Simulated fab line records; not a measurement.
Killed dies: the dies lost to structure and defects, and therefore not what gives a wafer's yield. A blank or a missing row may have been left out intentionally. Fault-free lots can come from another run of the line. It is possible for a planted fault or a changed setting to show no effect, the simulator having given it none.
What tool caused it? | flow n5 finfet | 9 lots, 27 wafers sampled, at 6 steps of a route of 1938

WHAT THE GAUGES SHOWED, per wafer
N5_ZERO_LAYER_CD_MEAS_11 targets a cd of 2000 nm.
lot  | measured    | on        | cd nm (nm)
L567 | day 1 12:46 | cd sem-03 | 2002.5 2000.8 2004.1
L568 | day 1 18:38 | cd sem-02 | 2001.9 2002.4 2002.1
L571 | day 2 12:39 | cd sem-01 | 2002.4 2001.0 2002.0
L576 | day 3 18:38 | cd sem-01 | 2001.0 2002.5 2002.0
L586 | day 6 06:46 | cd sem-02 | 1998.9 1999.5 2002.0
L587 | day 6 12:38 | cd sem-03 | 2001.3 2001.8 1999.4
L588 | day 6 18:47 | cd sem-01 | 1999.5 1999.2 1998.4
L589 | day 7 00:41 | cd sem-01 | 2001.1 2000.8 2000.3
L590 | day 7 06:38 | cd sem-02 | 1997.2 1998.4 1996.7

N5_WELL_APT_CD_MEAS_25 targets a cd of 200 nm.
lot  | measured    | on        | cd nm (nm)
L567 | day 1 15:12 | cd sem-01 | 198.9 198.0 200.6
L568 | day 1 20:43 | cd sem-03 | 203.0 200.7 200.8
L571 | day 2 15:14 | cd sem-02 | 200.5 200.6 199.7
L576 | day 3 21:32 | cd sem-02 | 193.3 195.2 202.5
L586 | day 6 09:30 | cd sem-01 | 198.8 199.3 196.8
L587 | day 6 14:42 | cd sem-01 | 200.9 200.5 201.5
L588 | day 6 20:59 | cd sem-03 | 202.0 202.2 203.0
L589 | day 7 03:20 | cd sem-03 | 200.1 200.0 200.0
L590 | day 7 08:53 | cd sem-02 | 199.7 200.1 201.9

N5_BEOL_M4_RC_MEAS_101.
lot  | measured     | on        | DIBL_N (mV/V)  | DIBL_P (mV/V)  | IOFF_N (nA/um)    | IOFF_P (nA/um)    | ION_N (uA/um) | ION_P (uA/um) | SS_N (mV/dec)  | SS_P (mV/dec)  | VT_N (mV)         | VT_P (mV)
L567 | day 7 19:00  | prober-01 | 34.3 35.3 36.3 | 34.3 34.4 35.6 | 0.147 0.144 0.168 | 0.183 0.182 0.192 | 673 667 679   | 460 455 460   | 71.0 71.3 72.2 | 73.4 73.5 73.1 | 249.2 251.0 247.8 | -253.5 -253.1 -251.2
L568 | day 8 13:32  | prober-01 | 38.2 37.7 39.7 | 38.3 36.9 38.2 | 0.174 0.154 0.195 | 0.251 0.215 0.248 | 683 675 675   | 471 464 465   | 72.4 72.0 72.0 | 73.7 73.3 73.9 | 248.6 250.5 248.5 | -245.4 -246.7 -249.7
L571 | day 8 21:04  | prober-02 | 37.4 35.2 37.5 | 38.7 35.6 38.4 | 0.190 0.150 0.201 | 0.217 0.176 0.208 | 691 671 688   | 466 457 466   | 71.3 70.5 71.4 | 72.6 72.5 72.7 | 247.0 248.2 245.2 | -251.9 -253.0 -251.5
L576 | day 10 06:29 | prober-02 | 34.5 34.5 34.8 | 35.8 35.7 36.1 | 0.155 0.148 0.159 | 0.194 0.189 0.199 | 687 685 690   | 471 462 467   | 71.6 71.3 71.2 | 72.5 72.8 73.2 | 249.1 249.6 249.1 | -251.3 -249.6 -253.2
L586 | day 12 12:07 | prober-02 | 35.1 35.0 34.2 | 33.6 34.5 33.2 | 0.140 0.153 0.135 | 0.178 0.185 0.174 | 667 680 668   | 459 460 455   | 70.2 71.4 70.4 | 72.8 73.0 72.7 | 251.3 246.7 249.4 | -250.3 -255.1 -253.7
L587 | day 13 08:55 | prober-02 | 36.2 33.3 35.4 | 37.0 34.4 36.0 | 0.155 0.112 0.134 | 0.210 0.168 0.185 | 681 667 676   | 465 460 465   | 71.0 70.5 71.1 | 72.6 72.3 72.1 | 248.7 252.3 250.8 | -248.2 -251.6 -252.4
L588 | day 13 12:47 | prober-01 | 36.7 34.1 34.5 | 38.9 35.2 36.2 | 0.172 0.128 0.141 | 0.245 0.191 0.199 | 678 662 671   | 468 462 461   | 71.2 70.9 70.6 | 73.8 72.5 73.5 | 248.6 250.9 251.8 | -249.6 -248.4 -251.2
L589 | day 13 20:19 | prober-01 | 36.9 36.1 37.2 | 37.2 36.4 37.9 | 0.179 0.162 0.189 | 0.233 0.231 0.242 | 680 683 687   | 468 469 471   | 71.7 71.4 72.7 | 73.4 74.0 74.3 | 249.0 249.9 247.6 | -246.6 -250.1 -248.8
L590 | day 14 01:29 | prober-01 | 36.2 35.2 37.5 | 36.6 34.4 37.0 | 0.155 0.125 0.157 | 0.221 0.181 0.228 | 673 660 673   | 465 451 460   | 71.6 70.8 71.8 | 74.1 73.0 74.3 | 250.7 253.3 250.6 | -249.9 -250.6 -249.8

TOOL THAT RAN EACH LOT (tool first, then ch and the chambers of the sampled wafers, then the start)
lot  | N5_WELL_APT_EXPOSE_22            | N5_WELL_APT_RTA_34              | N5_PMOS_HMC_CHANNEL_EPI_HM_DEP_34
L567 | krf scanner-02 ch 0, day 1 15:02 | rtp anneal-02 ch 0, day 1 16:07 | pecvd-02 ch 0,1, day 1 17:01
L568 | krf scanner-02 ch 0, day 1 20:32 | rtp anneal-01 ch 0, day 1 23:07 | pecvd-01 ch 0,1,2, day 2 00:14
L571 | krf scanner-02 ch 0, day 2 15:03 | rtp anneal-01 ch 0, day 2 16:15 | pecvd-03 ch 0,1,2, day 2 17:11
L576 | krf scanner-02 ch 0, day 3 21:22 | rtp anneal-01 ch 0, day 3 22:34 | pecvd-03 ch 0,2, day 3 23:29
L586 | krf scanner-01 ch 0, day 6 09:20 | rtp anneal-01 ch 0, day 6 10:22 | pecvd-02 ch 0,1,2, day 6 11:16
L587 | krf scanner-01 ch 0, day 6 14:32 | rtp anneal-01 ch 0, day 6 15:43 | pecvd-03 ch 0,1, day 6 16:38
L588 | krf scanner-02 ch 0, day 6 20:49 | rtp anneal-02 ch 0, day 6 21:52 | pecvd-02 ch 1,2, day 6 22:46
L589 | krf scanner-02 ch 0, day 7 03:10 | rtp anneal-01 ch 0, day 7 04:24 | pecvd-01 ch 0,1,2, day 7 05:19
L590 | krf scanner-02 ch 0, day 7 08:43 | rtp anneal-02 ch 0, day 7 09:50 | pecvd-03 ch 1,2, day 7 10:43
- N5_WELL_APT_EXPOSE_22: exposes mask PWELL, defocus 0 nm, target cd 200 nm.
- N5_WELL_APT_RTA_34: time 10 s.
- N5_PMOS_HMC_CHANNEL_EPI_HM_DEP_34: deposits SiO2 from TEOS/O2, target thk 36 nm, time 6.9 s.

WHAT THE TOOLS THEMSELVES READ (means of the sampled wafers that have a number; where no wafer has one, the mark that the record gives instead)
N5_WELL_APT_EXPOSE_22.
lot  | tool           | stage vel mm s (mm/s)
L567 | krf scanner-02 | 499.9
L568 | krf scanner-02 | 500.2
L571 | krf scanner-02 | 499.8
L576 | krf scanner-02 | 499.7
L586 | krf scanner-01 | 499.8
L587 | krf scanner-01 | 499.9
L588 | krf scanner-02 | 499.9
L589 | krf scanner-02 | 500.4
L590 | krf scanner-02 | 500.1

N5_WELL_APT_RTA_34.
lot  | tool          | lamp power pct (%) | lamp_zone_3_pct (%) | lamp_zone_5_pct (%) | wafer_temp_C_max
L567 | rtp anneal-02 | 13.02              | 12.992              | 12.997              | 1004.4
L568 | rtp anneal-01 | 13.01              | 13.018              | 13.002              | 1003.3
L571 | rtp anneal-01 | 12.97              | 13.013              | 12.987              | 1003.9
L576 | rtp anneal-01 | 13.00              | 12.975              | 13.002              | 1004.5
L586 | rtp anneal-01 | 13.04              | 13.013              | 12.994              | 1004.7
L587 | rtp anneal-01 | 12.98              | 13.017              | 12.995              | 1003.1
L588 | rtp anneal-02 | 13.00              | 12.984              | 12.995              | 1004.4
L589 | rtp anneal-01 | 13.00              | 12.992              | 13.006              | 1003.8
L590 | rtp anneal-02 | 13.04              | 12.967              | 12.981              | 1004.2

N5_PMOS_HMC_CHANNEL_EPI_HM_DEP_34.
lot  | tool     | heater power w (W) | showerhead plenum p Torr (Torr) | showerhead vpp V (V) | throttle valve pct (%)
L567 | pecvd-02 | 595                | 8.31                            | 1856                 | 19.9
L568 | pecvd-01 | 532                | 8.36                            | 1878                 | 18.4
L571 | pecvd-03 | 595                | 8.38                            | 1935                 | 17.7
L576 | pecvd-03 | 635                | 8.38                            | 1912                 | 17.6
L586 | pecvd-02 | 536                | 8.33                            | 1880                 | 19.1
L587 | pecvd-03 | 568                | 8.41                            | 1913                 | 17.8
L588 | pecvd-02 | 505                | 8.34                            | 1856                 | 19.0
L589 | pecvd-01 | 481                | 8.35                            | 1877                 | 18.8
L590 | pecvd-03 | 630                | 8.38                            | 1936                 | 17.9

THE ANSWER, worked out from the rows above alone
Rule: what is usual is taken from the lots themselves. Put in order of their means at a reading, lots are off if they are a third of the lots or fewer, leave a main group of 4 or more, and stand apart from it by a gap of 3 or more times the standard deviation of the main group's means; of several such gaps the widest counts. Not used: any main group whose means are identical at the precision the tables above print for the reading. A lot without any number at a reading at which 4 lots or more have one is off too. Where the step has rows for the other lots, those lots are counted as sound. The gauges are gone through in route order, then the tools' own readings, and for those a lot's mean is taken as printed above. At the first step where some lot is off, the reading lying furthest off is the one used; lots without a number count as furthest.
None of the lots is off at any reading shown; this tells nothing.

WHAT WAS PUT IN BY THE SIMULATOR
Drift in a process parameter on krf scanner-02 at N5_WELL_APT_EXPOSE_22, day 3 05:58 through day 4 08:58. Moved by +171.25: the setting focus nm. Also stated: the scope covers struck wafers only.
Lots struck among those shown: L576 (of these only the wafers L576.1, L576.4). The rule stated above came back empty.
